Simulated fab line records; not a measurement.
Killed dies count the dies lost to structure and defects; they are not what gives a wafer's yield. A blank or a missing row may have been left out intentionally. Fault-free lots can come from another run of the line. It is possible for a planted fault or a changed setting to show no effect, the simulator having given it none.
fab line records	flow n5Finfet
record: lots: 6	wafers: 18	lastDay: 20
route steps=1938 shown BEOL_M14@1730
lots that met no fault: taken from a fault-free run of the same line
startH: hours from the record's first day to the start of the lot's first wafer shown	waitH: time in hours since the lot's previous step	" repeats the value in the row above	L1.1+2: a single row standing in for several wafers	- no value present, or no start provided	* or withheld: withheld	< > ~ a bound
route shown NAME@n: NAME is a module with steps in the file, n the number in the route of the first one	usual: mean and standard deviation over wafers with no fault	same: alike in all rows	chamber/n: place in a boat	sites: the reading at each site	_std_site: how widely they spread, as a standard deviation	_edge_site: the outer-site mean with the inner-site mean subtracted	radiusMm: for every site, how far away it sits from the centre of the wafer	mask NAME#n: copy n	behind: the tool/chamber that last shaped the wafer	hold: why the lot went on hold/how many hours it stayed there/how the hold came to an end	device: transistor that didn't switch, given as n, p or np	end of line: tests run on the same wafers once the route is complete	a step with no rows: only its recipe	killed: dies lost to structure and defects at the first sort, not the wafer's yield	map: the dies of a wafer, with x for killed, . for not killed, _ for no die there
set.NAME: the setting that was run; set.NAME@STEP: the one run at that earlier step	model.NAME: the simulator's own value behind a step, which no gauge read
a table for each step, a row for each wafer; lots at some steps of the route
services: a tool's chamber out of use, with start hour (startH, from the record's first day; less than 0 if before it), hours out, and reason
== steps ==
step: N5_BEOL_M14_ETCH_59
recipe: chemistry: N2/H2	target: BARC	targetDepthA: 890	overetchA: 267	timeS: 67.9	ionEnergyEv: 200	pressureMtorr: 30	sourceW: 840	biasW: 150	n2FlowSccm: 200	h2FlowSccm: 200
usual: drypumpMotorCurrentA: 5.8/0.42	oesProductAu: 0.69/0.079	rfVppV: 523.8/1.6	showerheadPlenumPTorr: 2.53/0.05	throttleValvePct: 17.79/0.25
same: timeS: 67.9
lot.wafer	tool	chamber	startH	waitH	drypumpMotorCurrentA	oesProductAu	rfHoursCounterH	rfVppV	showerheadPlenumPTorr	throttleValvePct
L751.3	rieDiel-02	1	343.36	0.0	5.7	0.58	240	523.0	2.51	18.12
L751.4	"	2	"	"	4.9	0.60	228	523.1	2.51	18.29
L751.6	"	3	"	"	5.8	0.77	-	526.1	2.60	17.78
L756.1	rieDiel-05	1	377.28	0.0	6.3	0.66	111	522.7	2.45	17.58
L756.2	"	0	"	"	6.2	0.59	205	523.9	2.52	18.02
L756.5	"	2	"	"	5.7	0.80	-	521.9	2.50	17.35
L759.1	rieDiel-04	3	387.07	0.0	5.3	0.75	37	524.2	2.59	17.79
L759.2	"	2	"	"	6.2	0.83	3	522.8	2.50	17.54
L759.4	"	1	"	"	5.3	0.76	28	526.4	2.60	17.52
L768.3	rieDiel-05	0	432.08	0.0	6.1	0.58	226	523.9	2.51	18.05
L768.4	"	2	"	"	5.7	0.75	29	521.4	2.49	17.38
L768.5	"	2	"	"	5.7	0.75	-	522.2	2.49	17.39
L767.2	rieDiel-04	2	434.73	0.0	6.2	0.77	21	522.0	2.49	17.58
L767.4	"	0	"	"	6.0	0.70	63	521.8	2.48	17.60
L767.5	"	0	"	"	6.0	0.70	-	522.4	2.48	17.59
L766.2	rieDiel-04	3	455.87	0.0	5.3	0.73	58	526.4	2.58	17.84
L766.3	"	1	"	"	5.3	0.72	52	526.4	2.59	17.58
L766.5	"	0	"	"	6.0	0.70	-	523.1	2.48	17.59
step: N5_BEOL_M14_VIA_ETCH_16
recipe: chemistry: C4F8/O2/Ar	target: SiO2	heInnerTorr: 15	heOuterTorr: 30	targetDepthA: 12313	timeS: withheld	ionEnergyEv: 800	pressureMtorr: 20	sourceW: 1905	biasW: 2040	Ar_flow_sccm: 400	C4F8_flow_sccm: 16	O2_flow_sccm: 12	ends: cleared
usual: O2_flow_sccm: 12.00/0.036	drypumpMotorCurrentA: 5.8/0.42	mfcArSccm: 400.0/1.2	oesProductAu: 0.73/0.088	rfVppV: 2228/14	showerheadPlenumPTorr: 3.43/0.062	throttleValvePct: 30.78/0.21
lot.wafer	tool	chamber	startH	waitH	O2_flow_sccm	drypumpMotorCurrentA	mfcArSccm	oesProductAu	rfVppV	showerheadPlenumPTorr	throttleValvePct
L751.3	rieDiel-02	1	343.41	0.0	12.00	5.7	399.6	0.62	2246	3.41	31.12
L751.4	"	2	"	"	11.95	4.9	401.1	0.62	2244	3.40	31.17
L751.6	"	3	"	"	12.00	5.8	401.4	0.81	2226	3.49	30.73
L756.1	rieDiel-05	1	377.33	0.0	11.96	6.3	400.9	0.70	2233	3.32	30.62
L756.2	"	0	"	"	12.09	6.1	398.7	0.63	2212	3.41	31.00
L756.5	"	2	"	"	12.02	5.7	400.8	0.86	2217	3.39	30.47
L759.1	rieDiel-04	3	387.12	0.0	11.98	5.3	399.2	0.80	2190	3.51	30.95
L759.2	"	2	"	"	12.05	6.2	398.7	0.89	2225	3.38	30.59
L759.4	"	1	"	"	11.94	5.4	398.7	0.81	2243	3.51	30.59
L768.3	rieDiel-05	0	432.13	0.0	11.98	6.1	398.9	0.61	2212	3.40	31.01
L768.4	"	2	"	"	11.99	5.7	398.0	0.81	2215	3.38	30.50
L768.5	"	2	"	"	11.97	5.7	399.6	0.80	2216	3.38	30.50
L767.2	rieDiel-04	2	434.78	0.0	12.00	6.2	399.2	0.83	2223	3.37	30.60
L767.4	"	0	"	"	11.97	6.0	399.0	0.75	2217	3.35	30.53
L767.5	"	0	"	"	11.91	6.0	399.6	0.74	2219	3.35	30.52
L766.2	rieDiel-04	3	455.92	0.0	12.01	5.4	399.2	0.77	2191	3.50	30.95
L766.3	"	1	"	"	12.06	5.4	398.8	0.77	2242	3.49	30.60
L766.5	"	0	"	"	12.09	6.0	399.7	0.74	2220	3.35	30.53
step: N5_BEOL_M14_STRIP_63
recipe: chemistry: O2	powerW: 600	tempC: 60	pressureMtorr: 30	rfFrequencyHz: 6e+07	biasPowerW: 0	overashFraction: 0.3	o2FlowSccm: 225
usual: drypumpMotorCurrentA: 5.8/0.43	oesProductAu: 0.81/0.098	rfVppV: 3.7/0.87	showerheadPlenumPTorr: 2.09/0.037	throttleValvePct: 16.57/0.24
lot.wafer	tool	chamber	startH	waitH	drypumpMotorCurrentA	oesProductAu	rfHoursCounterH	rfVppV	showerheadPlenumPTorr	throttleValvePct
L751.3	rieDiel-02	1	-	-	5.6	0.68	241	3.4	2.06	16.85
L751.4	"	2	"	"	4.9	0.68	229	4.5	2.07	17.04
L751.6	"	3	"	"	5.8	0.90	-	4.9	2.13	16.43
L756.1	rieDiel-05	1	-	-	6.3	0.78	111	3.7	2.03	16.50
L756.2	"	0	"	"	6.1	0.70	205	4.1	2.08	16.85
L756.5	"	2	"	"	5.7	0.94	-	3.0	2.07	16.21
L759.1	rieDiel-04	3	-	-	5.3	0.88	38	3.2	2.13	16.48
L759.2	"	2	"	"	6.2	0.99	3	4.1	2.07	16.38
L759.4	"	1	"	"	5.4	0.90	28	3.3	2.13	16.25
L768.3	rieDiel-05	0	-	-	6.1	0.68	226	3.4	2.07	16.85
L768.4	"	2	"	"	5.7	0.90	29	3.6	2.06	16.23
L768.5	"	2	"	"	5.7	0.88	-	4.2	2.06	16.24
L767.2	rieDiel-04	2	-	-	6.3	0.91	21	4.2	2.06	16.43
L767.4	"	0	"	"	6.0	0.82	63	4.2	2.04	16.29
L767.5	"	0	"	"	6.0	0.84	-	3.6	2.04	16.34
L766.2	rieDiel-04	3	-	-	5.3	0.86	58	4.8	2.12	16.50
L766.3	"	1	"	"	5.3	0.85	52	4.2	2.12	16.30
L766.5	"	0	"	"	6.0	0.82	-	3.2	2.04	16.36
step: N5_BEOL_M14_STRIP_64
recipe: chemistry: O2	powerW: 600	tempC: 60	pressureMtorr: 30	rfFrequencyHz: 6e+07	biasPowerW: 0	overashFraction: 0.3	o2FlowSccm: 225
usual: drypumpMotorCurrentA: 5.8/0.42	oesProductAu: 0.81/0.099	rfVppV: 3.7/0.47	showerheadPlenumPTorr: 2.09/0.037	throttleValvePct: 16.57/0.24
lot.wafer	tool	chamber	startH	waitH	drypumpMotorCurrentA	oesProductAu	rfHoursCounterH	rfVppV	showerheadPlenumPTorr	throttleValvePct
L751.3	rieDiel-02	1	-	-	5.7	0.69	241	3.7	2.06	16.84
L751.4	"	2	"	"	4.9	0.70	229	4.2	2.07	17.02
L751.6	"	3	"	"	5.8	0.91	-	3.7	2.13	16.45
L756.1	rieDiel-05	1	-	-	6.3	0.79	111	3.0	2.03	16.50
L756.2	"	0	"	"	6.1	0.69	205	3.8	2.08	16.82
L756.5	"	2	"	"	5.7	0.95	-	3.3	2.07	16.20
L759.1	rieDiel-04	3	-	-	5.3	0.89	38	3.3	2.13	16.49
L759.2	"	2	"	"	6.2	1.00	3	2.9	2.07	16.39
L759.4	"	1	"	"	5.3	0.90	28	3.3	2.13	16.27
L768.3	rieDiel-05	0	-	-	6.1	0.67	226	3.8	2.07	16.87
L768.4	"	2	"	"	5.7	0.89	29	3.5	2.06	16.23
L768.5	"	2	"	"	5.7	0.90	-	3.5	2.06	16.22
L767.2	rieDiel-04	2	-	-	6.2	0.92	21	3.8	2.06	16.43
L767.4	"	0	"	"	6.0	0.83	63	3.9	2.04	16.32
L767.5	"	0	"	"	6.0	0.82	-	3.7	2.04	16.33
L766.2	rieDiel-04	3	-	-	5.4	0.85	58	4.6	2.12	16.51
L766.3	"	1	"	"	5.4	0.85	52	3.2	2.12	16.32
L766.5	"	0	"	"	6.0	0.82	-	4.1	2.04	16.33
step: N5_BEOL_M14_STRIP_71
recipe: chemistry: postEtchResidueRemover	timeS: 60	tempC: 25	removerPh: withheld	removerWaterWtPct: withheld	removerFluorideWtPct: withheld
step: N5_BEOL_M14_SRD_72
recipe: timeS: 30	tempC: 23	rinseLiquid: diw	dry: n2Spin	spinRpm: 1500	dryTimeS: 30
step: N5_BEOL_M14_CD_MEAS_17
recipe: targetCdNm: 250	polarity: opening
usual: cdNm: 250.4/1.4
lot.wafer	tool	chamber	startH	waitH	cdNm
L751.3	cdSem-01	-	343.77	0.0	249.7
L751.4	"	-	"	"	250.5
L751.6	"	-	"	"	250.6
L756.1	cdSem-01	-	377.68	0.0	252.0
L756.2	"	-	"	"	251.4
L756.5	"	-	"	"	250.3
L759.1	cdSem-02	-	387.47	0.0	251.7
L759.2	"	-	"	"	251.5
L759.4	"	-	"	"	250.9
L768.3	cdSem-01	-	432.49	0.0	251.7
L768.4	"	-	"	"	250.4
L768.5	"	-	"	"	252.2
L767.2	cdSem-03	-	435.13	0.0	249.3
L767.4	"	-	"	"	250.3
L767.5	"	-	"	"	250.0
L766.2	cdSem-02	-	456.27	0.0	248.4
L766.3	"	-	"	"	251.0
L766.5	"	-	"	"	249.7
step: N5_BEOL_M14_COAT_65
recipe: resist: SOC	tempC: 250	timeS: 60	spinRpm: 1500	resistThkNm: 450
step: N5_BEOL_M14_COAT_66
recipe: resist: SiARC	tempC: 220	timeS: 60	spinRpm: 1500	resistThkNm: 110
step: N5_BEOL_M14_COAT_22
recipe: spinRpm: 2888	resistThkNm: 300
step: N5_BEOL_M14_EBR_24
recipe: solvent: PGMEA	ebrWidthMm: 1.5
step: N5_BEOL_M14_SOFTBAKE_23
recipe: tempC: 130	timeS: 60
step: N5_BEOL_M14_EXPOSE_25
recipe: maskId: M14	na: 0.8	sourceShape: annular	sigmaInner: 0.5	sigmaOuter: 0.8	polarization: unpolarized	targetCdNm: 280	doseMj: 26.6
usual: exposureDoseMJCm2: 26.89/0.27	focusOffsetNm: -0.1/0.5	sigmaInner: 0.5/0
lot.wafer	tool	chamber	startH	waitH	mask	exposureDoseMJCm2	focusOffsetNm	sigmaInner
L751.3	krfScanner-01	0	344.05	-	M14#0	27.15	0.1	0.5
L751.4	"	0	"	"	M14#0	27.15	-0.3	0.5
L751.6	"	0	"	"	M14#0	27.16	0.5	0.5
L756.1	krfScanner-01	-	377.96	-	M14#0	-	-	-
L756.2	"	-	"	"	M14#0	-	-	-
L756.5	"	-	"	"	M14#0	-	-	-
L759.1	krfScanner-02	-	387.75	-	M14#0	-	-	-
L759.2	"	-	"	"	M14#0	-	-	-
L759.4	"	-	"	"	M14#0	-	-	-
L768.3	krfScanner-02	0	432.78	-	M14#0	26.63	0.1	0.5
L768.4	"	0	"	"	M14#0	26.63	0.7	0.5
L768.5	"	0	"	"	M14#0	26.59	0.1	0.5
L767.2	krfScanner-02	0	435.29	-	M14#0	26.53	-0.7	0.5
L767.4	"	0	"	"	M14#0	26.59	-0.6	0.5
L767.5	"	0	"	"	M14#0	26.55	-0.9	0.5
L766.2	krfScanner-02	0	456.56	-	M14#0	26.62	-0.9	0.5
L766.3	"	0	"	"	M14#0	26.62	-0.8	0.5
L766.5	"	0	"	"	M14#0	26.59	-0.2	0.5
step: N5_BEOL_M14_PEB_26
recipe: pebTempC: 130	pebTimeS: 90
== services ==
tool	chamber	startH	hours	kind
rieDiel-05	2	328.20	-	clean
rieDiel-05	2	328.20	-	consumableReplace:focusRing
rieDiel-05	2	328.20	26.1	scheduledDown
krfScanner-02	-	331.02	0.3	repair
krfScanner-01	-	355.13	4.0	pm
rieDiel-04	2	360.94	-	clean
rieDiel-04	2	360.94	-	consumableReplace:focusRing
rieDiel-04	2	360.94	16.2	scheduledDown
rieDiel-04	2	360.94	16.2	ventCycle
rieDiel-02	2	364.20	19.8	repair
rieDiel-02	1	387.70	4.1	repair
krfScanner-01	-	391.17	1.0	pm
krfScanner-02	-	391.45	0.8	repair
rieDiel-04	3	393.95	5.8	repair
rieDiel-04	0	402.36	3.0	repair
krfScanner-01	-	409.68	0.8	pm
krfScanner-02	-	410.43	1.3	pm
krfScanner-02	-	412.42	0.8	pm
krfScanner-02	-	415.70	1.0	pm
rieDiel-02	-	419.96	0.5	repair
rieDiel-02	-	438.94	0.8	repair
krfScanner-01	-	451.61	0.4	repair
rieDiel-02	1	453.70	15.3	repair
rieDiel-02	-	455.48	15.6	pm
== key ==
firstSign: step: N5_BEOL_M14_EXPOSE_25	reading: toolRecord	direction: missing
effect none on later readings
metAt N5_BEOL_M14_EXPOSE_25
struckWafers L756.1,L756.2,L756.5,L759.1,L759.2,L759.4
laterRowsLeftOut L756.1,L756.2,L756.5,L759.1,L759.2,L759.4
sortLeftOut L756.1,L756.2,L756.5,L759.1,L759.2,L759.4
onsetBetween 344.05 377.96
fault: kind: skippedStepWhole	tool: krfScanner-01,krfScanner-02	chamber: -	onsetH: 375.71	steps: N5_BEOL_M14_EXPOSE_25	scope: struckLotsOnly
sortLeftOut: the simulated sort isn't trusted on such a fault, so these wafers' sort isn't shown, and their yield isn't known
laterRowsLeftOut: the simulator's readings of these wafers behind a module that went badly wrong aren't trusted and aren't shown, but for the sort
